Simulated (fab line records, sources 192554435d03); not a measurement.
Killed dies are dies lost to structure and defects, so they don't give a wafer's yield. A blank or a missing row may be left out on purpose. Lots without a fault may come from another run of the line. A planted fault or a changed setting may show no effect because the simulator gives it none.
Chamber matching | flow n5_finfet | N5_BEOL_M0_SAQP_ETCH_107 on rie_diel-02: 4 sister chambers
The step etches SiNx in CH3F/O2, target depth 30 nm. 8 wafers are shown with their chamber, then 8 later ones without.

WAFERS WITH THEIR CHAMBER
wafer  | chamber | drypump_motor_current_A (A) | showerhead_plenum_p_Torr (Torr)
L083.3 | 2       | 5.9                         | 1.91
L083.5 | 0       | 5.2                         | 2.06
L083.6 | 3       | 6.3                         | 2.06
L086.3 | 2       | 5.9                         | 1.91
L086.4 | 0       | 5.2                         | 2.06
L090.3 | 3       | 6.2                         | 2.06
L090.5 | 1       | 6.3                         | 2.03
L093.2 | 1       | 6.3                         | 2.02

WAFERS WITHOUT THEIR CHAMBER
wafer  | drypump_motor_current_A (A) | showerhead_plenum_p_Torr (Torr)
L093.5 | 6.2                         | 2.06
L093.6 | 5.2                         | 2.05
L094.2 | 5.2                         | 2.05
L094.4 | 5.2                         | 2.05
L094.5 | 6.2                         | 2.05
L096.3 | 6.3                         | 2.02
L096.5 | 5.9                         | 2.16
L096.6 | 6.3                         | 2.02

WHICH CHAMBER EACH WENT THROUGH
wafer  | from the rows above | in truth
L093.5 | 3                   | 3
L093.6 | 0                   | 0
L094.2 | 0                   | 0
L094.4 | 0                   | 0
L094.5 | 3                   | 3
L096.3 | 1                   | 1
L096.5 | 3                   | 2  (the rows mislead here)
L096.6 | 1                   | 1
Placed correctly: 7 of 8. Can't be placed from these rows: 0. Placed wrongly: 1.
How it was worked out, from the rows above alone: a wafer's distance from a chamber is the root of the sum, over the readings, of the square of ((its reading less the chamber's mean) divided by the reading's scatter). The wafer belongs to the nearest chamber; if the next one is less than 2 further off, it can't be placed. A chamber's mean is the mean of its shown wafers. The scatter: the root of (the sum of the squares of (reading less its chamber's mean) over the shown wafers, divided by (wafers less chambers)).
